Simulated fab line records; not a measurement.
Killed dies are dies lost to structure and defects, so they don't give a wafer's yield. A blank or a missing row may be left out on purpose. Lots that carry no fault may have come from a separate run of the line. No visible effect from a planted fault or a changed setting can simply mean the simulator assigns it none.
A struck lot beside a sound one ; flow n5-finfet ; 20 out of 1938 route steps
Sound: wafers L508.2, L508.4, L508.6. Struck: wafer L516.2; the same lot's L516.5 was not struck, so it is left out; see the end for the cause.
Per side, at each step with rows, come the tool, then ch with its chambers, and then its first start. Under that, the readings that differ: sound wafers ; struck wafers ; difference of the means ; sigmas: that difference in standard deviations of wafers without a fault.
alike: a reading whose means differ by less than 2 such deviations, as well as words and numbers matching on both sides. not compared: withheld readings; readings where some wafer has no value; bounds like >300 that might hide an equal value; numbers whose values overlap and for which the record gives no deviation.
A row with sigmas, a row that says differs or no value, or rows on one side alone: a step with any of these is where the two part. Numbers that don't overlap but have no deviation are shown without sigmas and don't part them. A reading that every wafer of one side lacks parts them only if that side has two wafers or more.

first, 9 steps without rows for these wafers: N5_BEOL_M4_COAT_67 (time 60 s, resist thk 60 nm); N5_BEOL_M4_COAT_68 (time 60 s, resist thk 12 nm); N5_BEOL_M4_COAT_76 (time 60 s, resist thk 5 nm); N5_BEOL_M4_COAT_22 (resist thk 30 nm); N5_BEOL_M4_EBR_24; N5_BEOL_M4_SOFTBAKE_23 (time 60 s); N5_BEOL_M4_EXPOSE_25 (exposes mask V3, defocus 5 nm); N5_BEOL_M4_PEB_26 (peb time 60 s); N5_BEOL_M4_DEVELOP_27 (develop time 30 s).
N5_BEOL_M4_CD_MEAS_28: target cd 26.2 nm, target cd y 24.1 nm.
  sound on cd-sem-02 ch 0, day 10 15:01; struck on cd-sem-01 ch 0, day 12 19:55
  alike: cd-nm
N5_BEOL_M4_OVL_MEAS_29:
  sound on overlay-01 ch 0, day 10 15:03; struck on overlay-01 ch 0, day 12 19:57
  alike: V3_OVL
N5_BEOL_M4_INSPECT_30: inspects for defects (brightfield).
  sound on defect-inspect-02 at day 10 15:06; struck on defect-inspect-01 at day 12 20:01
  alike: raw-defect-count
N5_BEOL_M4_DESCUM_33: chemistry O2, time 7 s.
  sound on rie-diel-04 ch 0,3, day 10 15:25; struck on rie-diel-04 ch 2, day 12 20:03
reading;sound;struck;difference;sigmas
drypump-motor-current-A (A);6.5 6.4 6.4;5.4;-1.0;-2
oes-product-au (a.u.);0.75 0.91 0.92;0.68;-0.18;-3
rf-vpp-V (V);245.7 245.9 246.3;243.1;-2.9;-2
throttle-valve-pct (%);20.26 20.30 20.29;21.01;+0.73;+3
model.CAR-EUV_of_BEOL_M4_COAT_22.thk-nm (nm);26 25.8 26;26.6;+0.7;
  alike: showerhead-plenum-p-Torr
  not compared: rf-hours-counter-h
N5_BEOL_M4_ETCH_77: etches underlayer in N2/H2, target depth 6.5 nm, time 5.2 s.
  sound on rie-diel-04 ch 0,3, day 10 15:27; struck on rie-diel-04 ch 2, day 12 20:05
reading;sound;struck;difference;sigmas
drypump-motor-current-A (A);6.5 6.4 6.4;5.5;-0.9;-2
oes-product-au (a.u.);0.64 0.79 0.79;0.58;-0.16;-3
throttle-valve-pct (%);17.59 17.71 17.71;18.49;+0.82;+3
  alike: etch-rf-on-time-s, rf-vpp-V, showerhead-plenum-p-Torr
  not compared: rf-hours-counter-h
N5_BEOL_M4_ETCH_69: etches SiARC in CF4, target depth 15.6 nm, time 26 s.
  sound on rie-diel-04 ch 0,3, day 10 15:28; struck on rie-diel-04 ch 2, day 12 20:06
reading;sound;struck;difference;sigmas
drypump-motor-current-A (A);6.5 6.4 6.4;5.4;-1.0;-2
oes-product-au (a.u.);0.63 0.78 0.78;0.59;-0.14;-2
throttle-valve-pct (%);15.48 15.49 15.48;16.15;+0.67;+3
  alike: etch-rf-on-time-s, rf-vpp-V, showerhead-plenum-p-Torr
  not compared: rf-hours-counter-h
N5_BEOL_M4_ALD_98: deposits SiO2, target thk 2.5 nm, pulse time 1 s, co reactant pulse time 1 s.
  sound on ald-sin-02 ch 0,1,2, day 10 16:45; struck on ald-sin-01 ch 2, day 12 20:19
reading;sound;struck;difference;sigmas
heater-power-w (W);78 71 68;91;+19;+2
  alike: chamber-pressure-Torr, precursor-pulse-height-rel
N5_BEOL_M4_ETCHBACK_99: etches SiO2 in CHF3, target depth 5 nm, time 10.4 s.
  sound on rie-diel-06 ch 0,2, day 10 21:26; struck on rie-diel-06 ch 1, day 12 20:29
reading;sound;struck;difference;sigmas
rf-vpp-V (V);235 244 237;246;+7;+2
model.CAR-EUV_of_BEOL_M4_COAT_22.thk-nm (nm);10.4 10.2 10.2;11;+1;
  alike: drypump-motor-current-A, oes-product-au, showerhead-plenum-p-Torr, throttle-valve-pct
  not compared: rf-hours-counter-h
N5_BEOL_M4_ETCH_70: etches SOC in N2/H2, target depth 80 nm, overetch 24 nm, time 130 s.
  sound on rie-diel-06 ch 0,2, day 10 21:28; struck on rie-diel-06 ch 1, day 12 20:31
  alike: drypump-motor-current-A, oes-product-au, rf-vpp-V, showerhead-plenum-p-Torr, throttle-valve-pct
  not compared: rf-hours-counter-h
N5_BEOL_M4_RC_MEAS_101:
  sound on prober-02 ch 0, day 11 01:49; struck on prober-02 ch 0, day 13 02:11
reading;sound;struck;difference;sigmas
DIBL_P (mV/V);37.7 38.1 39.6;34.8;-3.7;-2
  alike: DIBL_N, IOFF_N, IOFF_P, ION_N, ION_P, SS_N, SS_P, VT_N, VT_P
-- here the record skips 4 days between the struck wafers' starts before and after, leaving off in module BEOL_M4 and picking up in module PASSIVATION (first step shown: number 1936 of the route) --
N5_PASSIVATION_PROBE_49:
  only the struck wafers here have rows in the record (prober-02, day 17 08:33); the sound ones have none

## WHERE THEY PART
Earliest at N5_BEOL_M4_DESCUM_33; latest, in this record, at N5_PASSIVATION_PROBE_49.

WHY: the cause the simulator had injected
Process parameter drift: rie-diel-04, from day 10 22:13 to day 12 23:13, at N5_BEOL_M4_DESCUM_33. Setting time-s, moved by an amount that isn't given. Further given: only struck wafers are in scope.
